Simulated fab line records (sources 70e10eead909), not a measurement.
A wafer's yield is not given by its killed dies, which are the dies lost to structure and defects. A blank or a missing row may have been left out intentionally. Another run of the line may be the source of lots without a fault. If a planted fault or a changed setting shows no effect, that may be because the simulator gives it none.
Chamber matching / flow nand harc / NHARC_P_CONTACT_STRIP_28 on rie diel-13 has 4 sister chambers
The step strips in O2. 14 wafers are shown with their chamber, then 7 later ones without.

## EACH WAFER AND ITS CHAMBER
wafer=L074.3; chamber=1; drypump motor current A (A)=5.65; oes product au (a.u.)=1.001; rf vpp V (V)=58.1
wafer=L074.4; chamber=3; drypump motor current A (A)=5.30; oes product au (a.u.)=1.005; rf vpp V (V)=57.8
wafer=L074.6; chamber=2; drypump motor current A (A)=5.83; oes product au (a.u.)=1.008; rf vpp V (V)=57.6
wafer=L075.2; chamber=2; drypump motor current A (A)=5.83; oes product au (a.u.)=1.010; rf vpp V (V)=56.6
wafer=L075.3; chamber=0; drypump motor current A (A)=5.56; oes product au (a.u.)=1.007; rf vpp V (V)=58.4
wafer=L075.5; chamber=1; drypump motor current A (A)=5.63; oes product au (a.u.)=1.010; rf vpp V (V)=58.9
wafer=L080.2; chamber=3; drypump motor current A (A)=5.31; oes product au (a.u.)=1.016; rf vpp V (V)=58.5
wafer=L080.5; chamber=1; drypump motor current A (A)=5.63; oes product au (a.u.)=0.990; rf vpp V (V)=57.8
wafer=L080.6; chamber=2; drypump motor current A (A)=5.81; oes product au (a.u.)=1.008; rf vpp V (V)=57.6
wafer=L086.2; chamber=1; drypump motor current A (A)=5.65; oes product au (a.u.)=0.985; rf vpp V (V)=56.5
wafer=L086.4; chamber=2; drypump motor current A (A)=5.83; oes product au (a.u.)=1.016; rf vpp V (V)=56.5
wafer=L086.6; chamber=1; drypump motor current A (A)=5.65; oes product au (a.u.)=1.004; rf vpp V (V)=56.9
wafer=L091.1; chamber=0; drypump motor current A (A)=5.58; oes product au (a.u.)=1.004; rf vpp V (V)=58.1
wafer=L091.2; chamber=2; drypump motor current A (A)=5.81; oes product au (a.u.)=1.012; rf vpp V (V)=58.5

SIGNATURES (averages over the wafers above)
reading=drypump motor current A; chamber 0=5.5700; chamber 1=5.6420; chamber 2=5.8220; chamber 3=5.3050; scatter within a chamber=0.011
reading=oes product au; chamber 0=1.00550; chamber 1=0.99800; chamber 2=1.01080; chamber 3=1.01050; scatter within a chamber=0.00729
reading=rf vpp V; chamber 0=58.250; chamber 1=57.640; chamber 2=57.360; chamber 3=58.150; scatter within a chamber=0.818
Rule: a wafer lies at a distance from a chamber equal to the root of the sum of squares, over the readings, of (its reading less the chamber's mean, divided by the reading's scatter). If the next closest chamber is less than 2 further off than the closest, the wafer can't be placed; otherwise it belongs to the closest. The scatter: the root of (the sum of the squares of (reading less its chamber's mean) over the shown wafers, divided by (wafers less chambers)).

## WAFERS WHOSE CHAMBER IS MISSING
wafer=L091.3; drypump motor current A (A)=5.64; oes product au (a.u.)=0.989; rf vpp V (V)=57.8
wafer=L094.1; drypump motor current A (A)=5.65; oes product au (a.u.)=1.001; rf vpp V (V)=58.4
wafer=L094.3; drypump motor current A (A)=5.32; oes product au (a.u.)=0.983; rf vpp V (V)=57.3
wafer=L094.6; drypump motor current A (A)=5.30; oes product au (a.u.)=0.996; rf vpp V (V)=55.7
wafer=L097.1; drypump motor current A (A)=5.67; oes product au (a.u.)=0.997; rf vpp V (V)=58.7
wafer=L097.2; drypump motor current A (A)=5.55; oes product au (a.u.)=0.993; rf vpp V (V)=58.2
wafer=L097.5; drypump motor current A (A)=5.34; oes product au (a.u.)=0.993; rf vpp V (V)=57.7

## WHICH CHAMBER EACH ONE RAN IN
wafer=L091.3; from the rows above=1; in truth=1
wafer=L094.1; from the rows above=1; in truth=1
wafer=L094.3; from the rows above=3; in truth=3
wafer=L094.6; from the rows above=3; in truth=3
wafer=L097.1; from the rows above=1; in truth=1
wafer=L097.2; from the rows above=0; in truth=0
wafer=L097.5; from the rows above=3; in truth=3
Placed correctly: 7 of 7. Number that these rows cannot place: 0. Placed wrongly: 0.
